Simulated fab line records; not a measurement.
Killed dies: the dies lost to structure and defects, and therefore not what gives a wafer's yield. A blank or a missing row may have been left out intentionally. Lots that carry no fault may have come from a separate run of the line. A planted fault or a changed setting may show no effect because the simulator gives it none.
Chamber matching / flow nand-harc / NHARC_A_SLIT_ETCH_24 on rie-diel-02: 4 sister chambers
The step etches the open film in CF4/CHF3, target depth 121 nm, time 60.5 s. 8 wafers are shown with their chamber, then 11 later ones without.

## WAFERS PAIRED WITH THEIR CHAMBERS
wafer=L082.1; chamber=0; showerhead-plenum-p-Torr (Torr)=1.62; drypump-motor-current-A (A)=5.80
wafer=L087.4; chamber=2; showerhead-plenum-p-Torr (Torr)=1.65; drypump-motor-current-A (A)=6.01
wafer=L087.5; chamber=1; showerhead-plenum-p-Torr (Torr)=1.55; drypump-motor-current-A (A)=6.05
wafer=L087.6; chamber=3; showerhead-plenum-p-Torr (Torr)=1.51; drypump-motor-current-A (A)=5.92
wafer=L085.1; chamber=1; showerhead-plenum-p-Torr (Torr)=1.54; drypump-motor-current-A (A)=6.07
wafer=L085.3; chamber=3; showerhead-plenum-p-Torr (Torr)=1.51; drypump-motor-current-A (A)=5.91
wafer=L085.5; chamber=2; showerhead-plenum-p-Torr (Torr)=1.65; drypump-motor-current-A (A)=6.00
wafer=L088.3; chamber=0; showerhead-plenum-p-Torr (Torr)=1.62; drypump-motor-current-A (A)=5.80

## WAFERS MISSING THEIR CHAMBER
wafer=L088.4; showerhead-plenum-p-Torr (Torr)=1.65; drypump-motor-current-A (A)=6.01
wafer=L088.6; showerhead-plenum-p-Torr (Torr)=1.65; drypump-motor-current-A (A)=6.03
wafer=L092.1; showerhead-plenum-p-Torr (Torr)=1.54; drypump-motor-current-A (A)=6.03
wafer=L092.3; showerhead-plenum-p-Torr (Torr)=1.51; drypump-motor-current-A (A)=5.89
wafer=L092.4; showerhead-plenum-p-Torr (Torr)=1.65; drypump-motor-current-A (A)=6.02
wafer=L096.1; showerhead-plenum-p-Torr (Torr)=1.62; drypump-motor-current-A (A)=5.75
wafer=L096.3; showerhead-plenum-p-Torr (Torr)=1.51; drypump-motor-current-A (A)=5.89
wafer=L096.5; showerhead-plenum-p-Torr (Torr)=1.65; drypump-motor-current-A (A)=6.00
wafer=L097.1; showerhead-plenum-p-Torr (Torr)=1.65; drypump-motor-current-A (A)=6.00
wafer=L097.2; showerhead-plenum-p-Torr (Torr)=1.62; drypump-motor-current-A (A)=5.82
wafer=L097.3; showerhead-plenum-p-Torr (Torr)=1.54; drypump-motor-current-A (A)=6.03

## EACH ONE'S CHAMBER
wafer=L088.4; from the rows above=2; in truth=2
wafer=L088.6; from the rows above=2; in truth=2
wafer=L092.1; from the rows above=1; in truth=1
wafer=L092.3; from the rows above=3; in truth=3
wafer=L092.4; from the rows above=2; in truth=2
wafer=L096.1; from the rows above=0; in truth=0
wafer=L096.3; from the rows above=3; in truth=3
wafer=L096.5; from the rows above=2; in truth=2
wafer=L097.1; from the rows above=2; in truth=2
wafer=L097.2; from the rows above=0; in truth=0
wafer=L097.3; from the rows above=1; in truth=1
Correctly placed: 11 of 11. Left unplaced by these rows: 0. Wrongly placed: 0.
How it was worked out, from the rows above alone: a wafer's distance from a chamber is the root of the sum, over the readings, of the square of ((its reading less the chamber's mean) divided by the reading's scatter). If the next closest chamber is less than 2 further off than the closest, the wafer can't be placed; otherwise it belongs to the closest. Each chamber's mean is taken over the wafers shown for it. The scatter is the square root of a quotient: the sum, over the shown wafers, of each reading's squared deviation from its chamber's mean, divided by wafers minus chambers.
